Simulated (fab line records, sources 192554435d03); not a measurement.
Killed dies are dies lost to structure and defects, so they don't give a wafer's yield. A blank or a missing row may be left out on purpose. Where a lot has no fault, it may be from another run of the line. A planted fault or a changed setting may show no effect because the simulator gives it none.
A struck lot beside a sound one -- flow n5 finfet -- 19 steps out of a route of 1938
Sound: wafers L832.1, L832.5, L832.6. Wafers struck: L851.2, L851.3, L851.4. The cause is given at the end.
For every step that has rows: the tool of each side, followed by ch and its chambers, followed by its first start. Under that, the readings that differ: sound wafers -- struck wafers -- difference of the means -- sigmas: that difference in standard deviations of wafers without a fault.
alike: readings whose means differ by less than 2 such deviations, and words and numbers that are the same on both sides. not compared: withheld readings, readings that some wafer has no value for, bounds like >300 that may hide the same value, and numbers for which the record gives no deviation and whose values overlap.
Wherever a step has rows on one side only, a row that says differs or no value, or a row with sigmas, the two part there. When numbers do not overlap yet have no deviation, they are printed without sigmas and do not part them. Lack of a reading on every wafer of one side parts them only where that side has two or more wafers.

first, 7 steps without rows for these wafers: N5_BEOL_M6_COAT_60 (time 60 s, resist thk 35 nm); N5_BEOL_M6_COAT_05 (resist thk 90 nm); N5_BEOL_M6_EBR_07; N5_BEOL_M6_SOFTBAKE_06 (time 60 s); N5_BEOL_M6_EXPOSE_08 (exposes mask M6); N5_BEOL_M6_PEB_09 (peb time 60 s); N5_BEOL_M6_DEVELOP_10 (develop time 30 s).
N5_BEOL_M6_CD_MEAS_11: target cd 38.5 nm.
  sound on cd sem-01 ch 0, day 8 20:10; struck on cd sem-03 ch 0, day 14 04:05
  alike: cd nm
N5_BEOL_M6_OVL_MEAS_12:
  sound on overlay-01 ch 0, day 8 20:11; struck on overlay-01 ch 0, day 14 04:07
  alike: M6_OVL
N5_BEOL_M6_INSPECT_13: inspects for defects (brightfield).
  struck on defect inspect-01, day 14 04:08; sound on defect inspect-01, day 8 20:13
  alike: raw defect count
N5_BEOL_M6_DESCUM_16: chemistry O2, time 7.9 s.
  sound on rie diel-01 ch 1,2, day 8 20:15; struck on rie diel-01 ch 1,2,3, day 14 04:18
  alike: drypump motor current A, oes product au, rf vpp V, showerhead plenum p Torr, throttle valve pct
  not compared: rf hours counter h
N5_BEOL_M6_ETCH_61: etches SiARC in CF4, target depth 45.5 nm, time 75.8 s.
  sound on rie diel-01 ch 1,2, day 8 20:17; struck on rie diel-01 ch 1,2,3, day 14 04:20
  alike: bias w, cf4 flow sccm, drypump motor current A, etch rf on time s, oes product au, rf vpp V, showerhead plenum p Torr, throttle valve pct
  not compared: rf hours counter h
N5_BEOL_M6_ETCH_62: etches SOC in N2/H2, target depth 110 nm, overetch 22 nm, time 165 s.
  sound on rie diel-01 ch 1,2, day 8 20:20; struck on rie diel-01 ch 1,2,3, day 14 04:23
  no value came back on the struck wafers for any of 7 readings (bias w (W), chamber pressure mTorr (mTorr) and others); on the sound wafers bias w (W) reads 149.6 149.9 150.6
reading,sound,struck,difference,sigmas
model.CAR-ArF_of_BEOL_M6_COAT_05.thk nm (nm),0 0 0,51 51.2 51.2,+51,
model.SiARC_of_BEOL_M6_COAT_60.thk nm (nm),28.4 28.4 28.2,34.8 35 34.8,+6.5,
  not compared: rf hours counter h
then, 1 step without rows for these wafers: N5_BEOL_M6_STRIP_68 (strips in N2/H2).
N5_BEOL_M6_STRIP_67: strips in CF4.
  sound on rie diel-01 ch 1,2, day 8 20:29; struck on rie diel-01 ch 1,2,3, day 14 04:32
  alike: drypump motor current A, oes product au, rf vpp V, showerhead plenum p Torr, throttle valve pct
  not compared: rf hours counter h
N5_BEOL_M6_HM_OPEN_17: chemistry Cl2/BCl3, target TiN, target depth 20 nm, overetch 6 nm.
  sound on rie metal-01 ch 0,1, day 8 20:32; struck on rie metal-01 ch 0,1, day 14 04:35
reading,sound,struck,difference,sigmas
oes product au (a.u.),0.54 0.54 0.59,0.25 0.34 0.25,-0.28,-3
throttle valve pct (%),22.14 22.12 22.15,22.80 22.33 22.82,+0.51,+3
  alike: bias w, drypump motor current A, oes_ar_750_au
  not compared: rf hours counter h
N5_BEOL_M6_STRIP_19: strips in O2.
  sound on rie diel-01 ch 0,1,3, day 8 20:38; struck on rie diel-01 ch 1,2,3, day 14 04:42
  alike: drypump motor current A, oes product au, rf vpp V, showerhead plenum p Torr, throttle valve pct
  not compared: rf hours counter h
N5_BEOL_M6_CD_MEAS_18: pitch 80 nm, target cd 40 nm.
  struck on cd sem-03, day 14 04:46; sound on cd sem-02, day 8 20:43
reading,sound,struck,difference,sigmas
cd nm (nm),39.1 40.3 39.5,- - -,no value on the struck wafers,
then, 1 step without rows for these wafers: N5_BEOL_M6_COAT_63 (time 60 s, resist thk 60 nm).

## WHERE THEY PART
Earliest at N5_BEOL_M6_ETCH_62; latest, in this record, at N5_BEOL_M6_CD_MEAS_18.

WHY: what had been put in by the simulator
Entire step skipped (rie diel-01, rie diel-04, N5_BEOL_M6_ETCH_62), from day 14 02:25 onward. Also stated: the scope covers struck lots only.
